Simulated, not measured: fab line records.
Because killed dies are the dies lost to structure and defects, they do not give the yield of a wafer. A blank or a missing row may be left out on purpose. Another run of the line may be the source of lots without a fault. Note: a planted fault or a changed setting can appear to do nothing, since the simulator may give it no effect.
Problem report, 8D (eight disciplines) form, completed by code + flow n5-finfet + the parts of the form that need people (team, actions taken, sign-off) are left out

## 1. THE ISSUE
Wafers without a fault read 13, standard deviation 4; killed_at_M4_up at N5_PASSIVATION_PROBE_49 reads a mean of 56 on 2 wafers belonging to 2 lots. That is +11 standard deviations from the usual mean.
First seen on wafer L388.5, day 16 22:14, on prober-02. The record has a number at this step for 36 wafers belonging to 12 lots. Rule for "out", or "out of limits": more than 4 standard deviations from the usual mean. The rest of the wafers with a number are treated as sound.

## 2. WHAT IT IS AND WHAT IT IS NOT
| question                    | is                   | is not                                                                                                   |
|-----------------------------|----------------------|----------------------------------------------------------------------------------------------------------|
| which readings at this step | killed_at_M4_up      | killed_at_M0_to_M3, killed-at-contacts, killed-at-front-end, killed-at-other, killed-open, killed-short  |
| which lots                  | L388, L390           | L377, L379, L380, L382, L394, L395, L396, L397, L398, L400                                               |
| which wafers of those lots  | L388.5, L390.1       | L388.1, L388.4, L390.2, L390.5                                                                           |
| read on which tools         | prober-01, prober-02 | -                                                                                                        |
| when                        | from day 16 22:14    | up to then (14 sound wafers); but 20 sound wafers of L390, L394, L395, L396, L397, L398, L400 came after |

## 3. THE SUSPECTS, EACH WITH WHAT RULES IT OUT
Counting: a tool at a process step up to the reading stays a suspect if it ran every lot that is out. Sound lots after the first of them don't rule it out here, since some wafers of a struck lot are sound.
- rie-diel-03 at N5_BEOL_M14_ETCH_67 (etches SiARC in CF4, target depth 143 nm, time 238.3 s): kept. It ran every lot that is out, first L388 (day 15 19:49); its last sound lot up to then is L382 (day 13 23:01).
- In rie-diel-03 at N5_BEOL_M14_ETCH_67, the wafers that are out were processed in chamber 1 and their sound lot-mates in chambers 0, 2.
Remaining after the count: rie-diel-03 at N5_BEOL_M14_ETCH_67.

## 4. THE CAUSE (what the simulator had put in)
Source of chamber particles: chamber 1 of rie-diel-03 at N5_BEOL_M14_ETCH_67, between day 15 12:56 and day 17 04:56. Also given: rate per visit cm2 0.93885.
Counting left only this tool.

## 5. SEQUENCE OF EFFECTS, ordered by route
Each row: a reading whose mean over the struck wafers that have a number lies more than 3 standard deviations from the usual. Scope: only readings with a usual standard deviation given in the record; hours: median across lots of the time from each lot's start at the first step in this table that gives one to its start at this step; sigmas: change in usual standard deviations.
| hours | step                    | reading              | usual  | on struck wafers | change | sigmas |
|-------|-------------------------|----------------------|--------|------------------|--------|--------|
| 0     | N5_PASSIVATION_PROBE_49 | defect-limited-yield | 91.5 % | 87.2             | -4.3   | -3.3   |
| 0     | N5_PASSIVATION_PROBE_49 | killed_at_M4_up      | 13     | 56               | +43    | +11    |
| 0     | N5_PASSIVATION_PROBE_49 | killed-dies          | 100    | 152              | +52    | +3.5   |
| 0     | N5_PASSIVATION_PROBE_49 | killed-on-rim        | 13     | 30               | +18    | +4.4   |
| 0     | N5_PASSIVATION_PROBE_49 | sort-n-pass          | 1080   | 1028             | -52    | -3.5   |
| 0     | N5_PASSIVATION_PROBE_49 | sort-yield-pct       | 91.5 % | 87.2             | -4.3   | -3.3   |
Process steps it contains:
- N5_PASSIVATION_PROBE_49

## 6. HOW IT WOULD HAVE BEEN CAUGHT EARLIER
The fault began at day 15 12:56; the first out-of-limits reading in this record came at day 16 22:14, 33 hours later.
Tool readings at N5_BEOL_M14_ETCH_67 with a usual standard deviation given in the record: none out on any struck wafer, hence no alarm at a limit of 4 standard deviations on them.
By day 16 22:14, every lot that is out (2) had started N5_BEOL_M14_ETCH_67 on rie-diel-03. None of them would have been spared by holding the tool at that moment.
